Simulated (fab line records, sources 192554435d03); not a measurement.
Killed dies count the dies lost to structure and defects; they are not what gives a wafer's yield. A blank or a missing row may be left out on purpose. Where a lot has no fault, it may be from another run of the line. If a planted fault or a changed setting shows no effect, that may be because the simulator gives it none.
The tool behind it: which one? :: flow n5 finfet :: 8 lots with 24 wafers sampled at 2 steps, on a route of 1938 steps

WHAT EACH GAUGE READ, for each wafer
N5_ZERO_LAYER_INSPECT_20: inspects for defects (darkfield).
lot: L656
measured: day 1 19:26
on: defect inspect-02
raw defect count: 42 41 27

lot: L659
measured: day 2 13:17
on: defect inspect-02
raw defect count: 73 58 72

lot: L664
measured: day 3 20:20
on: defect inspect-01
raw defect count: 978 1042 1018

lot: L666
measured: day 4 07:31
on: defect inspect-01
raw defect count: 1008 1014 983

lot: L671
measured: day 5 13:26
on: defect inspect-02
raw defect count: 25 26 37

lot: L674
measured: day 6 07:23
on: defect inspect-01
raw defect count: 28 43 16

lot: L675
measured: day 6 13:25
on: defect inspect-02
raw defect count: 38 39 39

lot: L678
measured: day 7 07:23
on: defect inspect-01
raw defect count: 31 34 42

TOOL THAT RAN EACH LOT (tool first, then ch and the chambers of the sampled wafers, then the start)
lot: L656
N5_ZERO_LAYER_ETCH_18: rie si-03 ch 0,3, day 1 18:56

lot: L659
N5_ZERO_LAYER_ETCH_18: rie si-05 ch 2,3, day 2 12:50

lot: L664
N5_ZERO_LAYER_ETCH_18: rie si-03 ch 1,2,3, day 3 19:52

lot: L666
N5_ZERO_LAYER_ETCH_18: rie si-03 ch 1,2,3, day 4 06:56

lot: L671
N5_ZERO_LAYER_ETCH_18: rie si-05 ch 2,3, day 5 12:59

lot: L674
N5_ZERO_LAYER_ETCH_18: rie si-05 ch 0,3, day 6 06:55

lot: L675
N5_ZERO_LAYER_ETCH_18: rie si-05 ch 0,1,2, day 6 12:55

lot: L678
N5_ZERO_LAYER_ETCH_18: rie si-02 ch 1,3, day 7 06:55
- N5_ZERO_LAYER_ETCH_18: etches Si in HBr/Cl2, target depth 120 nm, time 40 s.

THE ANSWER, worked out from the rows above alone
Rule: the lots themselves supply what counts as usual. Put in order of their means at a reading, lots are off if they are a third of the lots or fewer, leave a main group of 4 or more, and stand apart from it by a gap of 3 or more times the standard deviation of the main group's means; of several such gaps the widest counts. Not used: any main group whose means are identical at the precision the tables above print for the reading. Also off: a lot with no number at a reading for which 4 or more lots have one. All remaining lots with rows at the step are treated as sound.
Off at N5_ZERO_LAYER_INSPECT_20 (raw defect count): L664, L666. Main group: mean 40, sd 13.
If a tool, at a process step before that reading, ran all the lots that are off and no sound lot after the first of them, it fits. The gauges at N5_ZERO_LAYER_INSPECT_20 are tried like those tools. One fits: N5_ZERO_LAYER_ETCH_18 on rie si-03. Its last sound lot is L656 (day 1 18:56), its first lot that is off L664 (day 3 19:52): a fault that began between those two fits.

WHAT THE SIMULATOR HAD PUT IN
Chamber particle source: rie si-03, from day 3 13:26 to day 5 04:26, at N5_ZERO_LAYER_ETCH_18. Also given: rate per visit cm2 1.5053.
Struck lots among those shown: L664, L666. The same result came from the rule above.
